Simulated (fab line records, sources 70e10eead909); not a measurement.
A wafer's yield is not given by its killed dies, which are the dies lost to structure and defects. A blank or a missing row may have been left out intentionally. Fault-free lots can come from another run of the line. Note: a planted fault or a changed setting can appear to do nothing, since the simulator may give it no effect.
Matching of chambers | flow nand-harc | NHARC_P_M2_DESCUM_14 on rie-diel-10: 4 sister chambers
The step chemistry O2, time 3 s. 4 wafers are shown with their chamber, then 9 later ones without.

## WAFERS, EACH WITH ITS CHAMBER
wafer  | chamber | drypump-motor-current-A (A)
L082.1 | 3       | 5.5
L082.6 | 0       | 5.3
L083.5 | 1       | 6.8
L083.6 | 2       | 5.3

## WAFERS WHOSE CHAMBER IS MISSING
wafer  | drypump-motor-current-A (A)
L091.2 | 5.3
L091.4 | 5.5
L091.5 | 5.3
L092.4 | 5.3
L092.5 | 5.5
L092.6 | 5.3
L097.1 | 5.5
L097.4 | 5.3
L097.5 | 6.7

## EACH ONE'S CHAMBER
wafer  | from the rows above     | in truth
L091.2 | can't be placed: 0 or 2 | 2
L091.4 | 3                       | 3
L091.5 | can't be placed: 0 or 2 | 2
L092.4 | can't be placed: 0 or 2 | 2
L092.5 | 3                       | 3
L092.6 | can't be placed: 0 or 2 | 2
L097.1 | 3                       | 3
L097.4 | can't be placed: 0 or 2 | 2
L097.5 | 1                       | 1
Placed correctly: 4 of 9. Can't be placed from these rows: 5 (the true chamber is among the candidates in 5). 0 placed wrongly.
How it was worked out, from the rows above alone: a wafer's distance from a chamber is the root of the sum, over the readings, of the square of ((its reading less the chamber's mean) divided by the reading's scatter). If the next closest chamber is less than 2 further off than the closest, the wafer can't be placed; otherwise it belongs to the closest. For every chamber, the mean is computed from those of its wafers that are shown. The scatter: with one shown wafer a chamber, the root of the mean of the squares of how far each hidden wafer lies from its nearest shown one.
